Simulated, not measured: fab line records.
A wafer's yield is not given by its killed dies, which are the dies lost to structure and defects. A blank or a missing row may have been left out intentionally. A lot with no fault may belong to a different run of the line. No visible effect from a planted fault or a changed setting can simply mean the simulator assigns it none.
fab line records	flow n5Finfet
record: lots: 7	wafers: 21	lastDay: 17
route steps=1938 shown SDB@375 DUMMY_REMOVAL@377 HKMG_FIN@385 BEOL_M4@1111 PASSIVATION@1936
lots with no fault: from the same line, run without faults
startH: the number of hours between the record's first day and the start of the first shown wafer of the lot	waitH: time in hours since the lot's previous step	" repeats the value in the row above	L1.1+2: a row that stands for several wafers	- no value, or no start was given	* or withheld: withheld	< > ~ a bound
route shown NAME@n: names a module that has steps shown in the file, with the first one's number in the route	usual: mean and standard deviation over wafers with no fault	same: alike in all rows	chamber/n: place in a boat	sites: the reading at each site	_std_site: standard deviation across them	_edge_site: outer sites' mean less inner sites'	radiusMm: for every site, how far away it sits from the centre of the wafer	mask NAME#n: copy n	behind: the tool/chamber that last shaped the wafer	hold: why the lot was held/for how many hours/how that ended	device: which transistor (n, p or np) failed to switch	end of line: tests run on the same wafers once the route is complete	where a step has no rows: the recipe by itself	killed: count of dies lost to structure and defects at first sort (not the wafer's yield)	map: a wafer's dies, marking killed ones x, the rest . and places with no die _
set.NAME: the setting that was run; set.NAME@STEP: the one run at that earlier step	model.NAME: the simulator's own value behind a step, which no gauge read
lots at selected steps of the route; one table per step, one row per wafer
services: a tool's chamber out of use, with start hour (startH, from the record's first day; less than 0 if before it), hours out, and reason
== steps ==
step: N5_SDB_THK_MEAS_31
recipe: reads: a-Si_of_DUMMY_GATE_CVD_03
usual: SDB_THK: 64.2/1.2
lot.wafer	tool	chamber	startH	waitH	SDB_THK[nm]
L436.1	filmMetro-01	-	78.33	-	63.7
L436.3	"	-	"	"	63.1
L436.4	"	-	"	"	65.2
L437.1	filmMetro-01	-	84.20	-	63.1
L437.2	"	-	"	"	65.1
L437.3	"	-	"	"	63.9
L438.1	filmMetro-02	-	87.67	-	66.9
L438.5	"	-	"	"	67.3
L438.6	"	-	"	"	66.5
L439.1	filmMetro-01	-	92.92	-	63.3
L439.3	"	-	"	"	62.9
L439.5	"	-	"	"	63.7
L449.4	filmMetro-02	-	155.28	-	64.7
L449.5	"	-	"	"	63.0
L449.6	"	-	"	"	64.8
L456.3	filmMetro-01	-	198.27	-	63.6
L456.4	"	-	"	"	63.8
L456.6	"	-	"	"	62.2
L457.2	filmMetro-02	-	204.60	-	61.3
L457.5	"	-	"	"	63.6
L457.6	"	-	"	"	62.8
step: N5_SDB_INSPECT_36
recipe: inspectInstrument: darkfield	mode: postCmp
usual: rawDefectCount: 42/19
lot.wafer	tool	chamber	startH	waitH	rawDefectCount
L436.1	defectInspect-01	-	78.35	0.0	39
L436.3	"	-	"	"	51
L436.4	"	-	"	"	31
L437.1	defectInspect-01	-	84.22	0.0	46
L437.2	"	-	"	"	49
L437.3	"	-	"	"	44
L438.1	defectInspect-01	-	87.70	0.0	103
L438.5	"	-	"	"	65
L438.6	"	-	"	"	43
L439.1	defectInspect-02	-	92.94	0.0	31
L439.3	"	-	"	"	69
L439.5	"	-	"	"	67
L449.4	defectInspect-01	-	155.31	0.0	16
L449.5	"	-	"	"	40
L449.6	"	-	"	"	32
L456.3	defectInspect-01	-	198.29	0.0	114
L456.4	"	-	"	"	30
L456.6	"	-	"	"	44
L457.2	defectInspect-01	-	204.63	0.0	61
L457.5	"	-	"	"	44
L457.6	"	-	"	"	53
step: N5_DUMMY_REMOVAL_HM_STRIP_01
recipe: chemistry: CH3F/O2	material: SiNx	targetDepthA: 40	stopOn: poly-Si	timeS: 6.8	overEtchFrac: 0.3	ionEnergyEv: 60	powerW: 410	biasW: 29	Ar_flow_sccm: 150	CH3F_flow_sccm: 30	O2_flow_sccm: 20
usual: drypumpMotorCurrentA: 5.5/0.41	oesProductAu: 0.62/0.053	rfVppV: 127.4/0.94	showerheadPlenumPTorr: 1.98/0.068	throttleValvePct: 16.39/0.23
same: timeS: 6.8
lot.wafer	tool	chamber	startH	waitH	drypumpMotorCurrentA	oesProductAu	rfHoursCounterH	rfVppV	showerheadPlenumPTorr	throttleValvePct
L436.1	rieDiel-04	0	78.39	0.0	6.0	0.67	90	127.3	1.93	16.24
L436.3	"	1	"	"	5.5	0.56	233	129.1	2.05	16.84
L436.4	"	1	"	"	5.5	0.56	-	128.7	2.05	16.85
L437.1	rieDiel-03	3	84.26	0.0	5.7	0.64	122	127.2	1.91	16.58
L437.2	"	2	"	"	5.2	0.61	144	128.8	2.08	16.47
L437.3	"	1	"	"	5.6	0.60	161	128.4	1.98	16.17
L438.1	rieDiel-04	1	87.73	0.0	5.5	0.56	235	127.2	2.04	16.85
L438.5	"	0	"	"	6.0	0.67	-	128.4	1.93	16.25
L438.6	"	1	"	"	5.5	0.56	-	128.8	2.04	16.84
L439.1	rieDiel-03	1	92.98	0.0	5.5	0.60	164	127.4	1.98	16.18
L439.3	"	3	"	"	5.7	0.63	124	126.6	1.91	16.58
L439.5	"	3	"	"	5.7	0.63	-	126.8	1.91	16.59
L449.4	rieDiel-03	1	155.34	0.0	5.6	0.59	179	126.9	1.97	16.21
L449.5	"	1	"	"	5.6	0.59	-	126.2	1.98	16.19
L449.6	"	0	"	"	5.7	0.62	-	127.0	1.85	16.37
L456.3	rieDiel-04	0	198.33	0.0	6.0	0.65	128	127.9	1.91	16.32
L456.4	"	3	"	"	4.9	0.58	200	127.2	1.98	16.51
L456.6	"	3	"	"	4.9	0.58	-	126.7	1.98	16.49
L457.2	rieDiel-06	3	204.66	0.0	5.0	0.76	16	128.4	2.04	15.98
L457.5	"	3	"	"	5.0	0.76	-	128.2	2.04	15.96
L457.6	"	0	"	"	6.4	0.64	-	127.3	2.02	16.06
step: N5_DUMMY_REMOVAL_STRIP_10
recipe: chemistry: N2/H2	timeS: 40	powerW: 100	tempC: 40	pressureMtorr: 100	rfFrequencyHz: 6e+07	biasPowerW: 3	n2FlowSccm: 300	h2FlowSccm: 300
usual: drypumpMotorCurrentA: 5.6/0.41	oesProductAu: 0.77/0.07	rfVppV: 45.2/0.75	showerheadPlenumPTorr: 3.35/0.11	throttleValvePct: 12.32/0.24
same: timeS: 40
lot.wafer	tool	chamber	startH	waitH	drypumpMotorCurrentA	oesProductAu	rfHoursCounterH	rfVppV	showerheadPlenumPTorr	throttleValvePct
L436.1	rieDiel-04	0	78.42	0.0	6.0	0.83	90	44.5	3.29	12.22
L436.3	"	1	"	"	5.5	0.68	233	44.9	3.46	12.86
L436.4	"	1	"	"	5.6	0.68	-	45.0	3.46	12.86
L437.1	rieDiel-03	3	84.29	0.0	5.7	0.78	122	44.5	3.26	12.43
L437.2	"	2	"	"	5.2	0.76	144	46.8	3.52	12.35
L437.3	"	1	"	"	5.6	0.75	161	43.9	3.38	12.18
L438.1	rieDiel-04	1	87.77	0.0	5.5	0.69	235	45.9	3.46	12.88
L438.5	"	0	"	"	6.0	0.83	-	45.1	3.29	12.23
L438.6	"	1	"	"	5.6	0.69	-	46.1	3.46	12.87
L439.1	rieDiel-03	1	93.01	0.0	5.6	0.76	164	44.9	3.38	12.21
L439.3	"	3	"	"	5.7	0.77	124	45.8	3.26	12.44
L439.5	"	3	"	"	5.7	0.78	-	45.2	3.26	12.43
L449.4	rieDiel-03	1	155.37	0.0	5.7	0.75	179	44.8	3.37	12.25
L449.5	"	1	"	"	5.6	0.74	-	45.3	3.37	12.23
L449.6	"	0	"	"	5.7	0.76	-	44.3	3.14	12.38
L456.3	rieDiel-04	0	198.36	0.0	6.1	0.79	128	45.5	3.27	12.33
L456.4	"	3	"	"	5.0	0.72	200	44.3	3.35	12.40
L456.6	"	3	"	"	5.0	0.72	-	45.1	3.35	12.42
L457.2	rieDiel-06	3	204.70	0.0	5.0	0.95	16	46.8	3.45	11.82
L457.5	"	3	"	"	5.0	0.95	-	45.3	3.45	11.81
L457.6	"	0	"	"	6.4	0.79	-	45.3	3.41	12.03
step: N5_DUMMY_REMOVAL_PRECLEAN_07
recipe: chemistry: dHF	timeS: 30	tempC: 25	dilution: withheld
step: N5_DUMMY_REMOVAL_DUMMY_REMOVE_02
recipe: chemistry: TMAH	tempC: 70	target: poly-Si	stopOn: SiO2	targetDepthNm: 142	concWtPct: 5	timeS: 57	dry: ipaMarangoni	rinseTimeS: 30	rinseTempC: 23
step: N5_DUMMY_REMOVAL_INSPECT_06
recipe: inspectInstrument: brightfield	mode: aei
usual: rawDefectCount: 13/6.5
lot.wafer	tool	chamber	startH	waitH	rawDefectCount
L436.1	defectInspect-02	-	78.58	0.0	22
L436.3	"	-	"	"	20
L436.4	"	-	"	"	8
L437.1	defectInspect-01	-	84.45	0.0	10
L437.2	"	-	"	"	15
L437.3	"	-	"	"	15
L438.1	defectInspect-02	-	87.93	0.0	15
L438.5	"	-	"	"	12
L438.6	"	-	"	"	11
L439.1	defectInspect-01	-	93.17	0.0	12
L439.3	"	-	"	"	14
L439.5	"	-	"	"	10
L449.4	defectInspect-01	-	155.54	0.0	7
L449.5	"	-	"	"	15
L449.6	"	-	"	"	30
L456.3	defectInspect-02	-	198.52	0.0	17
L456.4	"	-	"	"	13
L456.6	"	-	"	"	10
L457.2	defectInspect-02	-	204.86	0.0	8
L457.5	"	-	"	"	17
L457.6	"	-	"	"	7
step: N5_DUMMY_REMOVAL_PRECLEAN_08
recipe: chemistry: NF3:NH3	afsCycles: 2	tempC: 30	timeS: 20	sublimationTempC: 180	sublimationTimeS: 60	pressureTorr: 3	rfPowerW: 30
step: N5_DUMMY_REMOVAL_PRECLEAN_04
recipe: chemistry: DHF	timeS: 37	tempC: 25	dilution: 500:1
step: N5_DUMMY_REMOVAL_SRD_05
recipe: dry: ipaMarangoni	doPpb: 5	timeS: 30	tempC: 23	rinseLiquid: diw
step: N5_HKMG_FIN_IL_REGROW_00
recipe: material: SiO2	targetThkA: 7.5	chemistry: O3	tempC: withheld	timeS: 30
step: N5_HKMG_FIN_HK_ALD_01
recipe: material: HfO2	targetThkA: 16	tempC: withheld	aldPrecursorFamily: HfCl4	aldCoReactant: H2O	pulseTimeS: 3	purgeTimeS: 3	coReactantPurgeTimeS: 2.5	coReactantPulseTimeS: 0.3	aldCycles: 30
usual: precursorPulseHeightRel: 1.001/0.02
lot.wafer	tool	chamber	startH	waitH	precursorPulseHeightRel
L436.1	aldHk-03	0	78.94	0.0	0.996
L436.3	"	2	"	"	0.981
L436.4	"	3	"	"	1.013
L437.1	aldHk-02	1	84.82	0.0	0.991
L437.2	"	2	"	"	0.963
L437.3	"	3	"	"	0.993
L438.1	aldHk-03	3	88.28	0.0	0.995
L438.5	"	1	"	"	0.998
L438.6	"	2	"	"	0.995
L439.1	aldHk-03	1	93.53	0.0	1.010
L439.3	"	0	"	"	0.971
L439.5	"	3	"	"	0.976
L449.4	aldHk-01	0	155.89	0.0	1.034
L449.5	"	0	"	"	0.974
L449.6	"	3	"	"	0.986
L456.3	aldHk-01	0	198.88	0.0	1.015
L456.4	"	3	"	"	0.991
L456.6	"	1	"	"	0.986
L457.2	aldHk-03	0	205.22	0.0	1.023
L457.5	"	3	"	"	1.033
L457.6	"	0	"	"	1.020
step: N5_HKMG_FIN_HK_ANNEAL_02
recipe: tempC: 700	timeS: 30	ambient: N2	idleTempC: 600	rampUpCPerS: 150	rampDownCPerS: 60	coolToC: 600
usual: lampPowerPct: 8.80/0.058	lamp_zone_1_pct: 8.798/0.0093	lamp_zone_2_pct: 8.797/0.0079	lamp_zone_3_pct: 8.798/0.0095	lamp_zone_4_pct: 8.796/0.0089	lamp_zone_5_pct: 8.798/0.0099	lamp_zone_6_pct: 8.726/0.0092	lamp_zone_7_pct: 9.193/0.0097	wafer_temp_C_max: 703.0/0.73
same: timeS: 30
lot.wafer	tool	chamber	startH	waitH	lampPowerPct	lamp_zone_1_pct	lamp_zone_2_pct	lamp_zone_3_pct	lamp_zone_4_pct	lamp_zone_5_pct	lamp_zone_6_pct	lamp_zone_7_pct	wafer_temp_C_max
L436.1	rtpAnneal-01	0	79.12	0.1	8.74	8.792	8.797	8.784	8.793	8.799	8.722	9.198	703.3
L436.3	"	0	"	"	8.86	8.779	8.797	8.804	8.797	8.780	8.727	9.202	703.2
L436.4	"	0	"	"	8.76	8.782	8.805	8.793	8.792	8.798	8.728	9.191	703.2
L437.1	rtpAnneal-01	0	85.00	0.1	8.46	8.368	8.381	8.380	8.370	8.380	8.297	8.749	704.3
L437.2	"	0	"	"	8.40	8.373	8.369	8.375	8.390	8.356	8.300	8.742	702.4
L437.3	"	0	"	"	8.32	8.382	8.361	8.381	8.372	8.367	8.303	8.749	702.7
L438.1	rtpAnneal-01	0	88.47	0.1	8.29	8.376	8.366	8.378	8.377	8.381	8.292	8.757	703.0
L438.5	"	0	"	"	8.28	8.350	8.370	8.374	8.355	8.380	8.301	8.732	701.6
L438.6	"	0	"	"	8.29	8.365	8.365	8.372	8.354	8.382	8.307	8.757	704.8
L439.1	rtpAnneal-01	0	93.74	0.1	8.31	8.386	8.366	8.363	8.376	8.375	8.290	8.758	703.2
L439.3	"	0	"	"	8.27	8.380	8.375	8.382	8.373	8.369	8.305	8.737	703.5
L439.5	"	0	"	"	8.36	8.375	8.376	8.371	8.369	8.367	8.290	8.747	703.6
L449.4	rtpAnneal-01	0	156.19	0.2	8.82	8.806	8.791	8.796	8.789	8.801	8.727	9.199	702.9
L449.5	"	0	"	"	8.77	8.800	8.791	8.803	8.784	8.797	8.733	9.216	701.8
L449.6	"	0	"	"	8.86	8.795	8.799	8.795	8.792	8.800	8.725	9.184	702.6
L456.3	rtpAnneal-02	0	199.13	0.2	8.87	8.806	8.802	8.808	8.812	8.799	8.720	9.180	703.8
L456.4	"	0	"	"	8.71	8.781	8.793	8.800	8.813	8.809	8.713	9.184	702.1
L456.6	"	0	"	"	8.74	8.808	8.795	8.803	8.788	8.819	8.710	9.193	702.2
L457.2	rtpAnneal-02	0	205.44	0.1	8.84	8.801	8.800	8.806	8.790	8.809	8.744	9.194	702.1
L457.5	"	0	"	"	8.74	8.784	8.769	8.800	8.799	8.802	8.734	9.196	704.1
L457.6	"	0	"	"	8.82	8.798	8.797	8.789	8.802	8.781	8.722	9.196	702.0
step: N5_HKMG_FIN_ALD_74
recipe: material: La2O3	targetThkA: 5	tempC: 250	aldPrecursorFamily: La-Cp	aldCoReactant: O3	pulseTimeS: 6	coReactantPulseTimeS: 1	purgeTimeS: 3	coReactantPurgeTimeS: 3
usual: heaterPowerW: 366/48	precursorPulseHeightRel: 0.998/0.022
lot.wafer	tool	chamber	startH	waitH	heaterPowerW	precursorPulseHeightRel
L436.1	aldHk-01	3	79.34	0.2	370	0.964
L436.3	"	2	"	"	422	1.010
L436.4	"	0	"	"	423	1.039
L437.1	aldHk-03	1	85.22	0.2	334	0.944
L437.2	"	3	"	"	337	1.000
L437.3	"	2	"	"	341	0.980
L438.1	aldHk-01	1	88.69	0.2	351	1.027
L438.5	"	1	"	"	360	1.009
L438.6	"	0	"	"	410	0.996
L439.1	aldHk-01	0	93.95	0.2	423	1.036
L439.3	"	2	"	"	418	0.984
L439.5	"	0	"	"	422	0.983
L449.4	aldHk-03	1	156.33	0.1	339	0.999
L449.5	"	0	"	"	250	0.990
L449.6	"	1	"	"	333	1.007
L456.3	aldHk-02	1	199.28	0.1	357	0.977
L456.4	"	3	"	"	393	0.987
L456.6	"	3	"	"	390	0.982
L457.2	aldHk-01	2	205.62	0.2	417	0.987
L457.5	"	0	"	"	413	1.030
L457.6	"	3	"	"	369	1.011
step: N5_BEOL_M4_RC_MEAS_101
usual: DIBL_N: 35.9/1.7	DIBL_P: 35.8/2.2	IOFF_N: 0.15/0.03	IOFF_P: 0.21/0.036	ION_N: 674/12	ION_P: 463/7.2	SS_N: 71.3/0.59	SS_P: 73.1/0.69	VT_N: 250/3	VT_P: -251/3.2
lot.wafer	tool	chamber	startH	waitH	DIBL_N[mV/V]	DIBL_P[mV/V]	IOFF_N[nA/um]	IOFF_P[nA/um]	ION_N[uA/um]	ION_P[uA/um]	SS_N[mV/dec]	SS_P[mV/dec]	VT_N[mV]	VT_P[mV]
L436.1	prober-01	0	175.30	0.0	36.5	34.7	0.15	0.19	667	457	70.6	72.4	249	-249
L436.3	"	0	"	"	37.5	36.7	0.18	0.22	692	471	70.7	73.5	243	-252
L436.4	"	0	"	"	36.2	34.7	0.15	0.18	676	464	70.9	72.9	246	-253
L437.1	prober-01	0	177.11	0.1	36.3	35.5	0.16	0.23	672	463	71.5	73.7	249	-249
L437.2	"	0	"	"	33.7	33.9	0.12	0.21	654	457	71.9	72.9	252	-249
L437.3	"	0	"	"	37.4	37.4	0.18	0.26	677	472	72.1	74.2	251	-248
L438.1	prober-01	0	184.11	0.0	34.9	33.6	0.13	0.19	681	468	71.0	72.9	252	-251
L438.5	"	0	"	"	36.9	35.5	0.17	0.21	674	459	70.9	73.5	248	-250
L438.6	"	0	"	"	35.1	33.5	0.14	0.19	681	467	70.5	72.7	250	-250
L439.1	prober-01	0	186.03	0.0	37.0	37.4	0.18	0.22	682	464	71.9	73.5	250	-252
L439.3	"	0	"	"	36.6	36.4	0.16	0.22	683	469	71.4	73.9	248	-250
L439.5	"	0	"	"	37.7	38.1	0.19	0.24	678	468	72.3	74.0	248	-251
L449.4	prober-02	0	255.46	0.5	36.8	36.9	0.15	0.18	662	454	71.5	73.2	251	-254
L449.5	"	0	"	"	33.4	32.5	0.10	0.14	657	451	70.8	72.6	256	-259
L449.6	"	0	"	"	37.2	37.5	0.16	0.20	659	454	71.6	74.0	250	-255
L456.3	prober-02	0	307.67	0.3	37.7	37.0	0.20	0.23	693	470	72.2	73.7	244	-250
L456.4	"	0	"	"	35.1	33.8	0.14	0.19	672	461	72.2	72.1	250	-250
L456.6	"	0	"	"	36.1	35.1	0.16	0.20	677	457	72.2	73.6	249	-250
L457.2	prober-02	0	310.18	0.2	38.9	39.8	0.24	0.29	713	477	72.0	75.0	242	-246
L457.5	"	0	"	"	35.2	34.7	0.14	0.18	664	453	71.2	73.0	252	-254
L457.6	"	0	"	"	36.2	37.5	0.17	0.23	689	475	71.3	74.0	248	-249
step: N5_PASSIVATION_PROBE_49
usual: defectLimitedYield: 91.0/1.5	killed_at_M0_to_M3: 35/12	killed_at_M4_up: 15/5.8	killedAtContacts: 14/7.2	killedAtFrontEnd: 40/10	killedAtOther: 3/3	killedDies: 106/18	killedOpen: 68/14	killedShort: 35/7.2	sort_bin_5_function: 5.2/0.96	sort_bin_6_memory: 3.3/0.69	sortNPass: 1074/18	sortYieldPct: 91.0/1.5
same: grossDies: 1180	killedAtBackSide: 0	sort_bin_4_leakage[%]: 0	sort_bin_8_speed[%]: 0
lot.wafer	tool	chamber	startH	waitH	defectLimitedYield[%]	killed_at_M0_to_M3	killed_at_M4_up	killedAtContacts	killedAtFrontEnd	killedAtOther	killedDies	killedOpen	killedShort	sort_bin_5_function[%]	sort_bin_6_memory[%]	sortNPass	sortYieldPct[%]
L436.1	prober-02	-	298.63	0.0	94.2	21	8	2	37	1	69	43	23	3.4	2.2	1111	94.2
L436.3	prober-02	-	298.73	0.1	91.2	37	12	11	44	0	104	64	37	5.7	3.1	1076	91.2
L436.4	prober-02	-	298.78	0.2	92.4	39	10	2	37	2	90	44	43	4.9	2.2	1090	92.4
L449.4	prober-02	-	365.55	0.5	93.7	29	14	2	29	0	74	48	26	4.0	2.1	1106	93.7
L449.5	prober-02	-	365.60	0.5	94.0	15	19	11	23	3	71	48	23	3.4	2.4	1109	94.0
L449.6	prober-02	-	365.65	0.6	92.4	35	14	8	27	6	90	56	33	4.5	2.8	1090	92.4
L457.2	prober-02	-	414.01	0.4	89.6	27	17	28	48	3	123	82	40	6.3	3.5	1057	89.6
L457.5	prober-02	-	414.16	0.5	90.9	26	13	23	39	6	107	73	30	4.5	4.2	1073	90.9
L457.6	prober-02	-	414.21	0.6	90.8	26	18	15	39	10	108	77	29	5.3	3.4	1072	90.8
killed by level:class
L436.1 FIN_SAQP:geometricParticle:short=10 BEOL_M3:geometricParticle:open=8 BEOL_M2:geometricParticle:open=7 GATE_CUT:geometricParticle:open=4 GATE_CUT:geometricParticle:short=4 STARTING-WAFER:geometricParticle:open=4 STI_FIN_REVEAL:geometricParticle:open=3 FIN_SAQP:geometricParticle:open=2
L436.3 BEOL_M0_SAQP:geometricParticle:short=12 MOL_CONTACT_COAG:geometricParticle:open=9 BEOL_M0_SAQP:geometricParticle:open=9 FIN_SAQP:geometricParticle:short=7 DUMMY_GATE:geometricParticle:open=7 BEOL_M4:geometricParticle:open=7 ILD0:geometricParticle:open=6 BEOL_M1:geometricParticle:open=6
L436.4 BEOL_M0_SAQP:geometricParticle:short=9 FIN_SAQP:geometricParticle:short=8 GATE_CUT:geometricParticle:short=8 BEOL_M3:geometricParticle:open=8 BEOL_M0_SAQP:geometricParticle:open=8 BEOL_M2:geometricParticle:open=6 SPACER0:geometricParticle:short=4 BEOL_M6:geometricParticle:open=4
L449.4 FIN_SAQP:geometricParticle:open=8 BEOL_M0_SAQP:geometricParticle:short=7 BEOL_M0_SAQP:geometricParticle:open=7 BEOL_M3:geometricParticle:open=7 BEOL_M3:geometricParticle:short=4 DUMMY_GATE:geometricParticle:short=4 DUMMY_GATE:geometricParticle:open=3 GATE_CUT:geometricParticle:open=3
L449.5 FIN_SAQP:geometricParticle:open=9 BEOL_M4:geometricParticle:open=9 MOL_CONTACT_COAG:geometricParticle:open=8 BEOL_M0_SAQP:geometricParticle:short=5 MOL_CONTACT_COAG:geometricParticle:short=3 BEOL_M3:geometricParticle:short=3 BEOL_M4:geometricParticle:short=3 BEOL_M7:geometricParticle:open=3
L449.6 BEOL_M0_SAQP:geometricParticle:short=10 BEOL_M4:geometricParticle:open=10 MOL_CONTACT_COAG:geometricParticle:open=7 BEOL_M0_SAQP:geometricParticle:open=7 BEOL_M2:geometricParticle:open=6 BEOL_M3:geometricParticle:open=6 FIN_SAQP:geometricParticle:short=4 FIN_SAQP:geometricParticle:open=4
L457.2 MOL_CONTACT_COAG:geometricParticle:open=25 STI_FIN_REVEAL:geometricParticle:open=14 BEOL_M0_SAQP:geometricParticle:short=13 BEOL_M0_SAQP:geometricParticle:open=8 GATE_CUT:geometricParticle:short=7 BEOL_M4:geometricParticle:open=7 FIN_SAQP:geometricParticle:short=6 BEOL_M7:geometricParticle:open=4
L457.5 MOL_CONTACT_COAG:geometricParticle:open=17 STI_FIN_REVEAL:geometricParticle:open=8 BEOL_M0_SAQP:geometricParticle:open=7 BEOL_M1:geometricParticle:short=6 MOL_CONTACT_COAG:geometricParticle:short=6 DUMMY_GATE:geometricParticle:open=5 BEOL_M4:geometricParticle:open=5 FIN_SAQP:geometricParticle:short=4
L457.6 MOL_CONTACT_COAG:geometricParticle:open=15 FIN_SAQP:geometricParticle:open=9 STI_FIN_REVEAL:geometricParticle:open=9 BEOL_M4:geometricParticle:open=7 BEOL_M0_SAQP:geometricParticle:short=5 BEOL_M2:geometricParticle:open=5 BEOL_M3:geometricParticle:open=5 FIN_SAQP:geometricParticle:short=4
== services ==
tool	chamber	startH	hours	kind
rieDiel-04	2	66.67	-	clean
rieDiel-04	2	66.67	-	consumableReplace:focusRing
rieDiel-04	2	66.67	14.4	scheduledDown
rieDiel-04	2	66.67	14.4	ventCycle
aldHk-03	-	95.06	2.3	repair
rieDiel-03	1	101.96	13.8	repair
aldHk-02	-	111.75	7.5	repair
rieDiel-06	3	124.83	-	clean
rieDiel-06	3	124.83	-	consumableReplace:focusRing
rieDiel-06	3	124.83	16.8	scheduledDown
aldHk-01	-	132.72	0.7	repair
rieDiel-04	3	133.22	25.4	repair
aldHk-01	-	152.60	0.9	repair
rieDiel-04	-	156.34	0.4	repair
rieDiel-04	1	158.58	-	clean
rieDiel-04	1	158.58	-	consumableReplace:focusRing
rieDiel-04	1	158.58	11.0	scheduledDown
rieDiel-04	1	158.58	11.0	ventCycle
rieDiel-03	0	159.43	22.4	repair
aldHk-01	-	160.59	2.8	pm
rieDiel-06	-	162.87	1.0	repair
rieDiel-06	1	168.49	4.1	repair
aldHk-03	-	178.47	6.0	pm
rieDiel-03	0	188.15	20.7	repair
== key ==
firstSign: step: N5_HKMG_FIN_HK_ANNEAL_02	reading: lamp_zone_2_pct	direction: down	sigmas: 54	usual: *	struck: *
effect: step: N5_HKMG_FIN_HK_ANNEAL_02	reading: lamp_zone_4_pct	direction: down	sigmas: 48	usual: *	struck: *
metAt N5_HKMG_FIN_HK_ANNEAL_02
struckWafers L437.1,L437.2,L437.3,L438.1,L438.5,L438.6,L439.1,L439.3,L439.5
onsetBetween 79.12 85.00
fault: kind: processParameterDrift	tool: rtpAnneal-01	chamber: -	onsetH: 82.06	steps: N5_HKMG_FIN_HK_ANNEAL_02	channel: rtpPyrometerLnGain	offset: 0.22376	shape: step	endH: 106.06
